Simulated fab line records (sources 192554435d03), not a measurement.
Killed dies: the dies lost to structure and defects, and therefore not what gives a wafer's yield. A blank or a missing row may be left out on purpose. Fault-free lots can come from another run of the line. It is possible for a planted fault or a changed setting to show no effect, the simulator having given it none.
fab line records    flow n5_finfet
[record] lots = 11  wafers = 32  last_day = 17
route steps=1938 shown BEOL_M5@1189 BEOL_M6@1194
lots that met no fault: taken from a fault-free run of the same line
start_h: start of the lot's first displayed wafer, in hours after the record's first day    wait_h: hours since the lot's step before    " repeats the value in the row above    L1.1+2: a single row standing in for several wafers    - no value, or no start was given    * or withheld: withheld    < > ~ a bound
route shown NAME@n: NAME is a module with steps in the file, n the number in the route of the first one    usual: mean/standard deviation of fault-free wafers    same: alike in all rows    chamber/n: place in a boat    sites: the reading at each site    _std_site: standard deviation across them    _edge_site: inner sites' mean taken away from outer sites' mean    radius_mm: how far each site lies from the wafer's centre    mask NAME#n: copy n    behind: tool/chamber where the wafer was last shaped    hold: why the lot went on hold/how many hours it stayed there/how the hold came to an end    device: names the non-switching transistor (n, p or np)    end of line: the route-end tests of the same wafers    where a step has no rows: the recipe by itself    killed: dies that structure and defects cost at the first sort, which is not the same as the wafer's yield    map: the dies of a wafer, with x for killed, . for not killed, _ for no die there
set.NAME: the setting as run; set.NAME@STEP: as run at that earlier step    model.NAME: the simulator's own value behind a step, which no gauge read
the route's steps for a sample of lots (tables are steps, rows are wafers)
services: from which hour (start_h, from the record's first day; less than 0 if before it) a tool's chamber was out of use, for how many hours, and why
[[steps]]
[step N5_BEOL_M5_CO_CAP_78]
[recipe] material = Co  target_thk_a = 20  temp_c = 200  precursor = CCTBA/H2  pressure_torr = 30  time_s = 102.1
[usual] chamber_pressure_Torr = 30.00/0.069  heater_power_w = 238/22
[same] time_s = 102.1
lot.wafer  tool       chamber  start_h  wait_h  chamber_pressure_Torr  heater_power_w  since_wet_clean_h
L130.3     cvd_co-01  0        176.30   0.0     30.07                  211             718
L130.5     "          0        "        "       29.93                  211             -
L130.6     "          1        "        "       30.00                  262             -
L131.3     cvd_co-01  1        177.55   0.0     30.03                  265             1156
L131.4     "          0        "        "       30.05                  214             -
L131.6     "          2        "        "       29.99                  241             -
L134.1     cvd_co-02  1        203.87   0.0     29.95                  245             67
L134.3     "          0        "        "       29.99                  259             964
L134.6     "          0        "        "       30.04                  256             -
L136.1     cvd_co-01  0        208.36   0.0     30.01                  214             750
L136.2     "          1        "        "       29.90                  263             1187
L136.4     "          1        "        "       30.00                  265             -
L139.3     cvd_co-02  1        234.01   0.0     29.88                  244             97
L139.4     "          1        "        "       30.05                  240             -
L139.5     "          2        "        "       30.02                  206             -
L140.1     cvd_co-02  1        243.21   0.0     29.98                  239             106
L140.3     "          2        "        "       30.06                  207             544
L147.1     cvd_co-02  2        285.32   0.0     30.05                  205             586
L147.2     "          1        "        "       30.04                  240             149
L147.6     "          0        "        "       30.05                  264             -
L149.2     cvd_co-01  0        294.61   0.0     30.03                  215             836
L149.4     "          0        "        "       30.15                  217             -
L149.5     "          2        "        "       29.96                  245             -
L150.1     cvd_co-02  2        298.39   0.0     30.07                  208             599
L150.2     "          1        "        "       30.03                  246             162
L150.3     "          0        "        "       29.97                  259             1058
L152.2     cvd_co-02  1        312.66   0.0     30.03                  243             176
L152.4     "          1        "        "       29.99                  244             -
L152.5     "          2        "        "       30.12                  203             -
L153.1     cvd_co-01  2        315.57   0.0     29.97                  242             398
L153.3     "          1        "        "       30.18                  272             1294
L153.5     "          0        "        "       29.94                  217             -
[step N5_BEOL_M5_DEP_56]
[recipe] material = SiCN  target_thk_a = 80  temp_c = withheld  precursor = 3MS/NH3  pressure_torr = 3  rf_w = 202  time_s = 14
[usual] chamber_pressure_Torr = 3.000/0.0068  showerhead_plenum_p_Torr = 3.658/0.0076  throttle_valve_pct = 9.0/0.46
[same] time_s = 14
lot.wafer  tool      chamber  start_h  wait_h  chamber_pressure_Torr  showerhead_plenum_p_Torr  since_wet_clean_h  throttle_valve_pct
L130.3     pecvd-02  1        176.42   0.0     2.997                  3.668                     1605               9.4
L130.5     "         1        "        "       3.008                  3.650                     -                  9.3
L130.6     "         2        "        "       3.002                  3.651                     -                  8.4
L131.3     pecvd-03  0        177.67   0.0     3.007                  3.652                     1244               9.2
L131.4     "         1        "        "       3.004                  3.647                     -                  8.2
L131.6     "         0        "        "       3.011                  3.661                     -                  8.9
L134.1     pecvd-04  0        203.99   0.0     3.003                  3.654                     1089               9.4
L134.3     "         2        "        "       2.997                  3.670                     335                8.5
L134.6     "         0        "        "       3.004                  3.651                     -                  9.5
L136.1     pecvd-02  1        208.47   0.0     2.996                  3.660                     1637               9.6
L136.2     "         0        "        "       3.010                  3.655                     912                8.8
L136.4     "         0        "        "       3.008                  3.655                     -                  9.0
L139.3     pecvd-04  0        234.13   0.0     3.009                  3.642                     1119               9.4
L139.4     "         1        "        "       2.997                  3.665                     -                  9.3
L139.5     "         0        "        "       3.019                  3.653                     -                  9.7
L140.1     pecvd-04  1        243.33   0.0     2.995                  3.651                     1853               9.4
L140.3     "         0        "        "       2.995                  3.657                     1128               9.3
L147.1     pecvd-04  1        285.43   0.0     2.995                  3.653                     1896               9.4
L147.2     "         0        "        "       3.001                  3.643                     1171               9.4
L147.6     "         0        "        "       3.001                  3.645                     -                  9.1
L149.2     pecvd-03  1        294.72   0.0     2.999                  3.658                     2086               8.3
L149.4     "         1        "        "       2.998                  3.649                     -                  8.2
L149.5     "         0        "        "       2.996                  3.664                     -                  8.8
L150.1     pecvd-03  1        298.50   0.0     3.009                  3.644                     2090               8.1
L150.2     "         2        "        "       2.994                  3.658                     611                9.2
L150.3     "         0        "        "       2.997                  3.655                     1365               8.9
L152.2     pecvd-03  1        312.78   0.0     3.002                  3.658                     2104               8.3
L152.4     "         2        "        "       2.990                  3.661                     -                  9.1
L152.5     "         0        "        "       2.994                  3.668                     -                  8.9
L153.1     pecvd-04  0        315.69   0.0     2.997                  3.649                     1201               9.3
L153.3     "         1        "        "       3.006                  3.666                     1926               9.3
L153.5     "         2        "        "       2.996                  3.668                     -                  8.8
[step N5_BEOL_M5_INSPECT_58]
[recipe] inspect_instrument = darkfield  mode = post_dep
[usual] raw_defect_count = 74/23
lot.wafer  tool               chamber  start_h  wait_h  raw_defect_count
L130.3     defect_inspect-01  -        176.51   0.0     72
L130.5     "                  -        "        "       51
L130.6     "                  -        "        "       78
L131.3     defect_inspect-02  -        177.76   0.0     83
L131.4     "                  -        "        "       58
L131.6     "                  -        "        "       84
L134.1     defect_inspect-01  -        204.08   0.0     89
L134.3     "                  -        "        "       126
L134.6     "                  -        "        "       52
L136.1     defect_inspect-01  -        208.57   0.0     60
L136.2     "                  -        "        "       61
L136.4     "                  -        "        "       77
L139.3     defect_inspect-02  -        234.22   0.0     85
L139.4     "                  -        "        "       56
L139.5     "                  -        "        "       78
L140.1     defect_inspect-02  -        243.42   0.0     73
L140.3     "                  -        "        "       110
L147.1     defect_inspect-02  -        285.53   0.0     31
L147.2     "                  -        "        "       67
L147.6     "                  -        "        "       77
L149.2     defect_inspect-01  -        294.82   0.0     85
L149.4     "                  -        "        "       126
L149.5     "                  -        "        "       128
L150.1     defect_inspect-01  -        298.60   0.0     70
L150.2     "                  -        "        "       98
L150.3     "                  -        "        "       68
L152.2     defect_inspect-02  -        312.88   0.0     125
L152.4     "                  -        "        "       112
L152.5     "                  -        "        "       71
L153.1     defect_inspect-02  -        315.78   0.0     83
L153.3     "                  -        "        "       86
L153.5     "                  -        "        "       67
[step N5_BEOL_M6_ILD_DEP_00]
[recipe] material = SiCOH_lowk  target_thk_a = 1797.5  temp_c = 300  precursor = DEMS/porogen  pressure_torr = 5  rf_w = 500  time_s = 33.4
[usual] chamber_pressure_Torr = 4.999/0.011  heater_power_w = 315/47  showerhead_plenum_p_Torr = 5.733/0.011  throttle_valve_pct = 13.6/1.1
lot.wafer  tool      chamber  start_h  wait_h  chamber_pressure_Torr  heater_power_w  showerhead_plenum_p_Torr  since_wet_clean_h  throttle_valve_pct
L130.3     pecvd-01  1        176.55   0.0     5.026                  285             5.739                     1424               16.0
L130.5     "         2        "        "       5.000                  345             5.751                     -                  13.2
L130.6     "         0        "        "       5.006                  315             5.700                     -                  12.7
L131.3     pecvd-03  1        177.80   0.0     5.007                  360             5.725                     1969               12.9
L131.4     "         1        "        "       4.999                  372             5.735                     -                  12.8
L131.6     "         2        "        "       4.997                  235             5.720                     -                  14.0
L134.1     pecvd-02  1        204.12   0.0     4.993                  275             5.722                     1633               14.6
L134.3     "         2        "        "       5.027                  283             5.740                     154                12.9
L134.6     "         0        "        "       5.001                  280             5.728                     -                  13.8
L136.1     pecvd-03  0        208.60   0.0     5.003                  296             5.739                     1275               13.6
L136.2     "         1        "        "       5.014                  396             5.722                     2000               12.7
L136.4     "         1        "        "       4.985                  391             5.735                     -                  12.6
L139.3     pecvd-03  1        234.28   0.1     4.994                  375             5.714                     -                  12.8
L139.4     "         0        "        "       5.006                  340             5.726                     -                  13.6
L139.5     "         0        "        "       5.009                  353             5.736                     -                  13.7
L140.1     pecvd-03  2        243.46   0.0     5.014                  228             5.740                     556                13.6
L140.3     "         0        "        "       5.007                  356             5.740                     1310               13.9
L147.1     pecvd-02  0        285.56   0.0     5.004                  264             5.734                     989                14.0
L147.2     "         2        "        "       5.001                  285             5.740                     235                12.6
L147.6     "         0        "        "       5.007                  266             5.717                     -                  13.6
L149.2     pecvd-02  2        294.85   0.0     5.003                  269             5.738                     245                12.8
L149.4     "         2        "        "       5.005                  278             5.725                     -                  13.3
L149.5     "         1        "        "       5.009                  322             5.741                     -                  14.7
L150.1     pecvd-01  1        298.63   0.0     4.996                  270             5.745                     1546               15.8
L150.2     "         0        "        "       5.012                  360             5.731                     821                12.6
L150.3     "         2        "        "       5.002                  386             5.739                     67                 12.2
L152.2     pecvd-02  0        312.91   0.0     4.998                  313             5.735                     1017               13.6
L152.4     "         2        "        "       4.999                  246             5.719                     -                  12.8
L152.5     "         1        "        "       4.993                  319             5.745                     -                  14.4
L153.1     pecvd-01  0        315.81   0.0     4.997                  359             5.728                     838                12.8
L153.3     "         2        "        "       4.979                  372             5.743                     84                 12.2
L153.5     "         0        "        "       5.020                  346             5.743                     -                  12.7
[step N5_BEOL_M6_THK_MEAS_01]
[recipe] reads = SiCOH_lowk_of_BEOL_M6_ILD_DEP_00
[usual] M6_ILD_THK = 155.6/1.8
lot.wafer  tool           chamber  start_h  wait_h  M6_ILD_THK[nm]
L130.3     film_metro-02  -        177.13   0.3     153.9
L130.5     "              -        "        "       155.5
L130.6     "              -        "        "       154.7
L131.3     film_metro-01  -        178.38   0.3     157.4
L131.4     "              -        "        "       160.5
L131.6     "              -        "        "       158.7
L134.1     film_metro-01  -        204.70   0.4     155.0
L134.3     "              -        "        "       156.5
L134.6     "              -        "        "       157.1
L136.1     film_metro-02  -        209.18   0.4     154.9
L136.2     "              -        "        "       154.0
L136.4     "              -        "        "       157.6
L139.3     film_metro-01  -        234.86   0.3     118.5
L139.4     "              -        "        "       158.3
L139.5     "              -        "        "       157.8
L140.1     film_metro-02  -        244.03   0.4     118.6
L140.3     "              -        "        "       119.1
L147.1     film_metro-01  -        286.14   0.4     152.9
L147.2     "              -        "        "       155.6
L147.6     "              -        "        "       156.4
L149.2     film_metro-01  -        295.43   0.4     157.4
L149.4     "              -        "        "       157.9
L149.5     "              -        "        "       156.8
L150.1     film_metro-01  -        299.21   0.4     152.2
L150.2     "              -        "        "       154.0
L150.3     "              -        "        "       155.7
L152.2     film_metro-01  -        313.50   0.4     152.8
L152.4     "              -        "        "       156.1
L152.5     "              -        "        "       155.7
L153.1     film_metro-01  -        316.39   0.4     154.2
L153.3     "              -        "        "       154.6
L153.5     "              -        "        "       157.2
[[services]]
tool       chamber  start_h  hours  kind
pecvd-04   2        169.33   2.1    scheduled_down
pecvd-03   2        171.08   2.1    scheduled_down
pecvd-01   -        178.46   0.7    repair
cvd_co-02  1        187.00   10.4   repair
pecvd-02   0        192.85   6.5    repair
pecvd-01   -        195.58   6.0    pm
pecvd-01   2        202.38   -      clean
pecvd-01   2        202.38   -      consumable_replace:showerhead
pecvd-01   2        202.38   29.0   scheduled_down
pecvd-01   2        202.38   29.0   vent_cycle
cvd_co-01  0        211.71   6.2    repair
pecvd-04   -        218.53   6.0    pm
pecvd-03   2        228.10   7.4    repair
pecvd-02   0        238.79   12.3   repair
pecvd-04   0        259.29   2.1    scheduled_down
pecvd-04   0        272.73   8.0    repair
pecvd-01   0        276.77   4.4    repair
cvd_co-02  2        279.64   3.0    repair
pecvd-04   -        286.91   2.5    repair
pecvd-01   0        289.85   5.5    scheduled_down
pecvd-04   2        305.03   5.5    scheduled_down
pecvd-03   -        305.30   1.0    repair
cvd_co-02  -        305.69   0.8    repair
[[key]]
[first_sign] step = N5_BEOL_M6_THK_MEAS_01  reading = M6_ILD_THK  direction = down  sigmas = 20  usual = 155.6  struck = 118.8
effect none on later readings
met_at N5_BEOL_M6_ILD_DEP_00
struck_lots L139,L140
struck_wafers L139.3,L140.1,L140.3
not_acting_at N5_BEOL_M5_CO_CAP_78,N5_BEOL_M5_DEP_56,N5_BEOL_M5_INSPECT_58
onset_between 208.60 234.28
[fault] kind = process_parameter_drift  tool = pecvd-03  chamber = -  onset_h = 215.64  steps = N5_BEOL_M6_ILD_DEP_00  channel = time_s  offset = *  shape = step  end_h = 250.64  scope = struck_wafers_only  acts_in = *  stated = *
